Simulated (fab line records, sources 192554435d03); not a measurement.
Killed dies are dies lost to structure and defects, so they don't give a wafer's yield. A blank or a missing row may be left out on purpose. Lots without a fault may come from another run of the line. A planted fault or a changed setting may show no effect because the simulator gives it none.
Which tool did it? | flow n5_finfet | 11 lots, 29 wafers sampled, at 3 steps of a route of 1938

WHAT THE GAUGES READ, wafer by wafer
N5_MIM_TOP_LITHO_OVL_MEAS_11. Usual: MIM_TOP_OVL 0 nm, standard deviation 4.7.
lot  | measured     | on         | MIM_TOP_OVL (nm) | flag
L845 | day 12 18:46 | overlay-02 | 3 -7 -3          |
L849 | day 13 10:32 | overlay-02 | 6 2 1            |
L846 | day 13 18:26 | overlay-02 | 2 1 -2           |
L848 | day 13 18:35 | overlay-02 | 0 3 4            |
L852 | day 14 01:59 | overlay-02 | -8 -7 7          |
L853 | day 14 15:24 | overlay-02 | 0 3 3            |
L856 | day 15 03:18 | overlay-01 | 0 -5 1           |
L855 | day 15 21:01 | overlay-02 | -1               |
L857 | day 16 04:40 | overlay-02 | -6               |
L865 | day 17 15:37 | overlay-02 | -6 -5 -1         |
L864 | day 18 00:35 | overlay-02 | -1 -4 -3         |

N5_PASSIVATION_INSPECT_61: inspects for defects (macro). Usual: raw_defect_count 2.2, standard deviation 1.4.
lot  | measured     | on                | raw_defect_count | flag
L845 | day 12 21:13 | defect_inspect-02 | 0 3 1            |
L849 | day 13 13:03 | defect_inspect-02 | 0 0 0            |
L846 | day 13 21:28 | defect_inspect-02 | 1 5 2            |
L848 | day 13 21:19 | defect_inspect-01 | 1 0 2            |
L852 | day 14 06:52 | defect_inspect-02 | 2 3 1            |
L853 | day 14 18:08 | defect_inspect-02 | 2 2 4            |
L856 | day 15 07:08 | defect_inspect-02 | 4 1 2            |
L855 | day 16 00:52 | defect_inspect-01 | 2                |
L857 | day 16 07:23 | defect_inspect-01 | 2                |
L865 | day 17 18:07 | defect_inspect-01 | 1 2 5            |
L864 | day 18 02:58 | defect_inspect-02 | 3 2 3            |

WHICH TOOL RAN EACH LOT (tool, then ch and the chambers of the sampled wafers, then the start)
lot  | N5_PASSIVATION_PECVD_55
L845 | pecvd-03 ch 0,2, day 12 20:31
L849 | pecvd-01 ch 1,2, day 13 12:19
L846 | pecvd-01 ch 1,2, day 13 20:47
L848 | pecvd-03 ch 1,2, day 13 20:44
L852 | pecvd-03 ch 1,2, day 14 03:45
L853 | pecvd-03 ch 0,2, day 14 17:17
L856 | pecvd-01 ch 0,1,2, day 15 06:09
L855 | pecvd-03 ch 2, day 15 22:43
L857 | pecvd-03 ch 0, day 16 06:26
L865 | pecvd-04 ch 0,2, day 17 17:28
L864 | pecvd-01 ch 0,2, day 18 02:27
- N5_PASSIVATION_PECVD_55: deposits SiO2 from SiH4/N2O, target thk 400 nm, time 22.5 s.

WHAT THE TOOLS THEMSELVES READ (means of the sampled wafers that have a number; where no wafer has one, the mark that the record gives instead)
N5_PASSIVATION_PECVD_55. Usual: heater_power_w 673 W, standard deviation 79; showerhead_plenum_p_Torr 8.20 Torr, standard deviation 0.1; showerhead_vpp_V 1480 V, standard deviation 87; throttle_valve_pct 52 %, standard deviation 3.3.
lot  | tool     | heater_power_w (W) | showerhead_plenum_p_Torr (Torr) | showerhead_vpp_V (V) | throttle_valve_pct (%) | flag
L845 | pecvd-03 | 659                | 8.13                            | 1460                 | 52                     |
L849 | pecvd-01 | 721                | 8.14                            | 1495                 | 56                     |
L846 | pecvd-01 | 710                | 8.13                            | 1507                 | 56                     |
L848 | pecvd-03 | 725                | 8.34                            | 1416                 | 50                     |
L852 | pecvd-03 | 711                | 8.34                            | 1428                 | 50                     |
L853 | pecvd-03 | 614                | 8.19                            | 1414                 | 52                     |
L856 | pecvd-01 | 679                | 8.13                            | 1495                 | 53                     |
L855 | pecvd-03 | 675                | 8.24                            | 1339                 | 52                     |
L857 | pecvd-03 | 683                | 8.09                            | 1526                 | 52                     |
L865 | pecvd-04 | 542                | 8.20                            | 1536                 | 51                     |
L864 | pecvd-01 | 753                | 8.12                            | 1470                 | 50                     |

THE ANSWER, worked out from the rows above alone
Rule: a lot is off if the mean of its wafers that have a number lies more than 3 standard deviations from the usual mean. A lot without any number at a reading at which 4 lots or more have one is off too. The other lots that the step has rows for count as sound. The gauges are gone through in route order, then the tools' own readings, and for those a lot's mean is taken as printed above. The first step at which some lot is off is used, and at that step the reading that is off furthest; a lot without a number counts as furthest.
No lot is off at any reading shown: from this, nothing can be told.

WHAT THE SIMULATOR HAD PUT IN
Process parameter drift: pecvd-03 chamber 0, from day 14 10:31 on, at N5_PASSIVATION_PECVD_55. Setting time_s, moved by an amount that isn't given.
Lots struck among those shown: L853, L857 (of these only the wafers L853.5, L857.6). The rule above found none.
